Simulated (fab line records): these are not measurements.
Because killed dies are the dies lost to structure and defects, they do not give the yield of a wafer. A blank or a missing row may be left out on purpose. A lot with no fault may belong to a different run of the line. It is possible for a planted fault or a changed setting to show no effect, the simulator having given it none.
Matching of chambers + flow n5_finfet + rie_diel-03 running N5_BEOL_M0_SAQP_SPACER1_ETCHBACK_99: 4 sister chambers
The step etches SiO2 in CHF3/O2, target depth 15.4 nm, time 7.7 s. 8 wafers are shown with their chamber, then 7 later ones without.

== WAFERS WITH THEIR CHAMBER ==
| wafer  | chamber | showerhead_plenum_p_Torr (Torr) | throttle_valve_pct (%) |
|--------|---------|---------------------------------|------------------------|
| L965.4 | 3       | 2.51                            | 19.03                  |
| L970.3 | 3       | 2.51                            | 19.03                  |
| L970.5 | 1       | 2.41                            | 19.25                  |
| L980.5 | 0       | 2.52                            | 18.93                  |
| L981.4 | 1       | 2.40                            | 19.29                  |
| L981.6 | 2       | 2.30                            | 19.09                  |
| L982.1 | 2       | 2.30                            | 19.10                  |
| L982.2 | 0       | 2.52                            | 18.95                  |

== WAFERS MISSING THEIR CHAMBER ==
| wafer  | showerhead_plenum_p_Torr (Torr) | throttle_valve_pct (%) |
|--------|---------------------------------|------------------------|
| L982.5 | 2.30                            | 19.09                  |
| L983.1 | 2.30                            | 19.10                  |
| L983.3 | 2.40                            | 19.28                  |
| L983.5 | 2.40                            | 19.30                  |
| L985.1 | 2.29                            | 19.10                  |
| L985.2 | 2.39                            | 19.30                  |
| L985.4 | 2.51                            | 18.96                  |

== THE CHAMBER EACH PASSED THROUGH ==
| wafer  | from the rows above     | in truth |
|--------|-------------------------|----------|
| L982.5 | 2                       | 2        |
| L983.1 | 2                       | 2        |
| L983.3 | 1                       | 1        |
| L983.5 | 1                       | 1        |
| L985.1 | 2                       | 2        |
| L985.2 | 1                       | 1        |
| L985.4 | can't be placed: 0 or 3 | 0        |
6 of 7 placed correctly. Can't be placed from these rows: 1 (the true chamber is among the candidates in 1). Wrongly placed: 0.
How it was worked out, from the rows above alone: a wafer's distance from a chamber is the root of the sum, over the readings, of the square of ((its reading less the chamber's mean) divided by the reading's scatter). The wafer belongs to the nearest chamber; if the next one is less than 2 further off, it can't be placed. Each chamber's mean is taken over the wafers shown for it. How the scatter is found: for the shown wafers, subtract from each reading the mean of its chamber, square and add these, divide the total by (wafers less chambers), then take the root.
